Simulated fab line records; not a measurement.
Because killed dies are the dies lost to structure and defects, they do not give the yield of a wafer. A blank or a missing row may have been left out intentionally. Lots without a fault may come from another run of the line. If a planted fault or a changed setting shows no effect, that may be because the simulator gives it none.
Chamber matching | flow n5_finfet | 3 sister chambers for N5_BEOL_M3_ILD_DEP_00 on pecvd-04
The step deposits SiOC from DEMS/O2, target thk 79 nm, time 15.3 s. 3 wafers are shown with their chamber, then 12 later ones without.

## EACH WAFER AND ITS CHAMBER
wafer  | chamber | showerhead_vpp_V (V)
L087.4 | 0       | 1369
L088.5 | 1       | 1299
L088.6 | 2       | 1440

## WAFERS MISSING THEIR CHAMBER
wafer  | showerhead_vpp_V (V)
L093.1 | 1287
L093.2 | 1413
L093.6 | 1272
L094.1 | 1491
L094.4 | 1290
L094.5 | 1456
L095.1 | 1387
L095.3 | 1485
L095.4 | 1407
L097.2 | 1354
L097.3 | 1466
L097.5 | 1288

## THE CHAMBER EACH PASSED THROUGH
wafer  | from the rows above     | in truth
L093.1 | 1                       | 1
L093.2 | can't be placed: 2 or 0 | 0
L093.6 | 1                       | 1
L094.1 | 2                       | 2
L094.4 | 1                       | 1
L094.5 | 2                       | 2
L095.1 | can't be placed: 0 or 2 | 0
L095.3 | 2                       | 2
L095.4 | can't be placed: 2 or 0 | 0
L097.2 | can't be placed: 0 or 1 | 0
L097.3 | 2                       | 2
L097.5 | 1                       | 1
Correctly placed: 8 of 12. Unplaceable from these rows: 4, with the true chamber sitting among the candidates in 4. 0 placed wrongly.
How it was worked out, from the rows above alone: a wafer's distance from a chamber is the root of the sum, over the readings, of the square of ((its reading less the chamber's mean) divided by the reading's scatter). If the next closest chamber is less than 2 further off than the closest, the wafer can't be placed; otherwise it belongs to the closest. A chamber's mean is the mean of its shown wafers. The scatter (one wafer shown for each chamber): square how far every hidden wafer sits from the nearest shown wafer, average those squares and take the square root.
